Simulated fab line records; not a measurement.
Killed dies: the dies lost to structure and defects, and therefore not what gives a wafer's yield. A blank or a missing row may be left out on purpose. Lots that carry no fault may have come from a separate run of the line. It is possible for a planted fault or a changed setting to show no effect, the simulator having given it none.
A lot that was struck, set against a sound lot    flow nandHarc    14 steps out of a route of 1159
Sound: these wafers, L433.1, L433.3, L433.4. Wafers struck: L436.1, L436.5, L436.6. At the end, the cause is stated.
Order at every step that has rows: each side's tool, ch and its chambers, its first start. Under that, the readings that differ: sound wafers    struck wafers    difference of the means    sigmas: that difference in standard deviations of wafers without a fault.
alike: readings with means less than 2 such deviations apart, plus words and numbers identical on both sides. not compared: withheld readings, readings lacking a value on some wafer, bounds such as >300 that could conceal the same value, and numbers that have no deviation in the record and whose values overlap.
A row with sigmas, a row that says differs or no value, or rows on one side alone: a step with any of these is where the two part. Numbers that don't overlap but have no deviation are shown without sigmas and don't part them. A reading missing from all wafers of one side parts the sides only when that side holds two or more wafers.

NHARC_THIN_TSV_DEP_43: deposits SiO2, target thk 1328.5 nm.
  sound on pecvd-03 ch 1,2, day 20 14:47; struck on pecvd-01 ch 0,1,2, day 21 00:54
  alike: throttleValvePct
then, 8 steps without rows for these wafers: NHARC_THIN_TSV_DEHYDRATE_04 (time 120 s); NHARC_THIN_TSV_HMDS_05 (time 30 s); NHARC_THIN_TSV_COAT_06; NHARC_THIN_TSV_SOFTBAKE_07 (time 95 s); NHARC_THIN_TSV_EBR_08; NHARC_THIN_TSV_EXPOSE_09 (exposes mask TSV); NHARC_THIN_TSV_PEB_10 (peb time 85 s); NHARC_THIN_TSV_DEVELOP_11 (time 70 s).
NHARC_THIN_TSV_CD_MEAS_12: the cd target is 1000 nm.
  sound on cdSem-01 ch 0, day 20 15:45; struck on cdSem-01 ch 0, day 21 01:31
reading    sound              struck                difference  sigmas
cdNm (nm)  995.8 998.7 996.1  1000.4 1003.2 1003.9  +5.6        +3
then, 1 step without rows for these wafers: NHARC_THIN_TSV_HARDBAKE_13 (time 80 s).
NHARC_THIN_TSV_DESCUM_14: chemistry O2, time 3 s.
  sound on rieDiel-10 ch 0,1,2, day 20 15:55; struck on rieDiel-01 ch 0,3, day 21 01:40
reading           sound          struck             difference  sigmas
mfcArSccm (sccm)  0 0.009 0.012  0.034 0.013 0.034  +0.020      +2
  alike: drypumpMotorCurrentA, oesProductAu, rfVppV, showerheadPlenumPTorr, throttleValvePct
  not compared: rfHoursCounterH
NHARC_THIN_TSV_ETCH_44: etches the open film in CF4/O2, target depth 1594.2 nm, time 797.1 s.
  sound on rieDiel-10 ch 0,2,3, day 20 16:00; struck on rieDiel-01 ch 0,1,3, day 21 01:52
  no value came back on the struck wafers for any of 9 readings (biasW (W), cf4FlowSccm (sccm) and others); on the sound wafers biasW (W) reads 802.2 803.3 796.8
NHARC_THIN_TSV_ETCH_15: target depth 3000 nm, bosch target overetch cycles 2, bosch etch step 2.8 s.
  sound on rieSi-04 ch 0,1,2, day 20 16:34; struck on rieSi-02 ch 0,3, day 21 02:19
  alike: drypumpMotorCurrentA
  not compared: rfHoursCounterH

WHERE THEY PART
At NHARC_THIN_TSV_CD_MEAS_12 first; at NHARC_THIN_TSV_ETCH_44 last (within this record only). Later steps at which nothing parts them and some readings are alike: NHARC_THIN_TSV_ETCH_15.

WHY: what the simulator had put in
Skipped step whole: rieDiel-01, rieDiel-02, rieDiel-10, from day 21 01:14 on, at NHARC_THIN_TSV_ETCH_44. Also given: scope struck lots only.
